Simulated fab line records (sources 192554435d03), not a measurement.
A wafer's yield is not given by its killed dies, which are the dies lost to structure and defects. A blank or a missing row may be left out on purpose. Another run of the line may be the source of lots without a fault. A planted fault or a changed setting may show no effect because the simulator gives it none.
Matching of chambers :: flow n5-finfet :: N5_BEOL_M14_DEP_53 on pecvd-03 has 3 sister chambers
The step deposits SiCN from 3MS/NH3, target thk 50 nm, time 17.8 s. 16 wafers are shown with their chamber, then 8 later ones without.

## EACH WAFER AND ITS CHAMBER
wafer: L076.1
chamber: 0
throttle-valve-pct (%): 17.1
showerhead-plenum-p-Torr (Torr): 4.145

wafer: L076.3
chamber: 2
throttle-valve-pct (%): 17.1
showerhead-plenum-p-Torr (Torr): 4.173

wafer: L076.6
chamber: 1
throttle-valve-pct (%): 17.7
showerhead-plenum-p-Torr (Torr): 4.169

wafer: L075.2
chamber: 0
throttle-valve-pct (%): 16.9
showerhead-plenum-p-Torr (Torr): 4.145

wafer: L075.4
chamber: 0
throttle-valve-pct (%): 17.2
showerhead-plenum-p-Torr (Torr): 4.173

wafer: L075.6
chamber: 2
throttle-valve-pct (%): 17.0
showerhead-plenum-p-Torr (Torr): 4.182

wafer: L078.3
chamber: 2
throttle-valve-pct (%): 17.1
showerhead-plenum-p-Torr (Torr): 4.181

wafer: L078.4
chamber: 1
throttle-valve-pct (%): 17.8
showerhead-plenum-p-Torr (Torr): 4.166

wafer: L078.5
chamber: 0
throttle-valve-pct (%): 17.0
showerhead-plenum-p-Torr (Torr): 4.170

wafer: L080.1
chamber: 1
throttle-valve-pct (%): 17.8
showerhead-plenum-p-Torr (Torr): 4.166

wafer: L080.3
chamber: 0
throttle-valve-pct (%): 17.3
showerhead-plenum-p-Torr (Torr): 4.155

wafer: L080.6
chamber: 0
throttle-valve-pct (%): 17.1
showerhead-plenum-p-Torr (Torr): 4.158

wafer: L085.2
chamber: 0
throttle-valve-pct (%): 17.1
showerhead-plenum-p-Torr (Torr): 4.153

wafer: L085.3
chamber: 1
throttle-valve-pct (%): 18.0
showerhead-plenum-p-Torr (Torr): 4.161

wafer: L085.6
chamber: 0
throttle-valve-pct (%): 17.0
showerhead-plenum-p-Torr (Torr): 4.150

wafer: L087.1
chamber: 1
throttle-valve-pct (%): 17.6
showerhead-plenum-p-Torr (Torr): 4.166

SIGNATURES (averages over the wafers above)
reading: throttle-valve-pct
chamber 0: 17.087
chamber 1: 17.780
chamber 2: 17.067
scatter within a chamber: 0.125

reading: showerhead-plenum-p-Torr
chamber 0: 4.15613
chamber 1: 4.16560
chamber 2: 4.17867
scatter within a chamber: 0.00813
Rule: for each reading, subtract the chamber's mean from the wafer's reading, divide by that reading's scatter and square the result; add these up over the readings and take the root, which gives the wafer's distance from the chamber. If the next closest chamber is less than 2 further off than the closest, the wafer can't be placed; otherwise it belongs to the closest. The scatter: take each reading less its chamber's mean, square it, sum over the shown wafers, divide by the number of wafers less the number of chambers, and take the root.

## WAFERS WITH NO CHAMBER GIVEN
wafer: L087.3
throttle-valve-pct (%): 17.5
showerhead-plenum-p-Torr (Torr): 4.160

wafer: L087.6
throttle-valve-pct (%): 17.8
showerhead-plenum-p-Torr (Torr): 4.163

wafer: L089.2
throttle-valve-pct (%): 17.1
showerhead-plenum-p-Torr (Torr): 4.164

wafer: L089.3
throttle-valve-pct (%): 17.2
showerhead-plenum-p-Torr (Torr): 4.175

wafer: L089.4
throttle-valve-pct (%): 17.7
showerhead-plenum-p-Torr (Torr): 4.168

wafer: L096.2
throttle-valve-pct (%): 17.3
showerhead-plenum-p-Torr (Torr): 4.174

wafer: L096.3
throttle-valve-pct (%): 17.1
showerhead-plenum-p-Torr (Torr): 4.160

wafer: L096.4
throttle-valve-pct (%): 17.2
showerhead-plenum-p-Torr (Torr): 4.163

## CHAMBER TAKEN BY EACH
wafer: L087.3
from the rows above: can't be placed: 1 or 0 or 2
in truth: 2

wafer: L087.6
from the rows above: 1
in truth: 1

wafer: L089.2
from the rows above: can't be placed: 0 or 2
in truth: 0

wafer: L089.3
from the rows above: can't be placed: 2 or 0
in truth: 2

wafer: L089.4
from the rows above: 1
in truth: 1

wafer: L096.2
from the rows above: can't be placed: 2 or 0
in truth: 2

wafer: L096.3
from the rows above: can't be placed: 0 or 2
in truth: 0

wafer: L096.4
from the rows above: can't be placed: 0 or 2
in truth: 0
Correctly placed: 2 of 8. Cannot be placed on the basis of these rows: 6; the candidates contain the true chamber in 6. 0 placed wrongly.
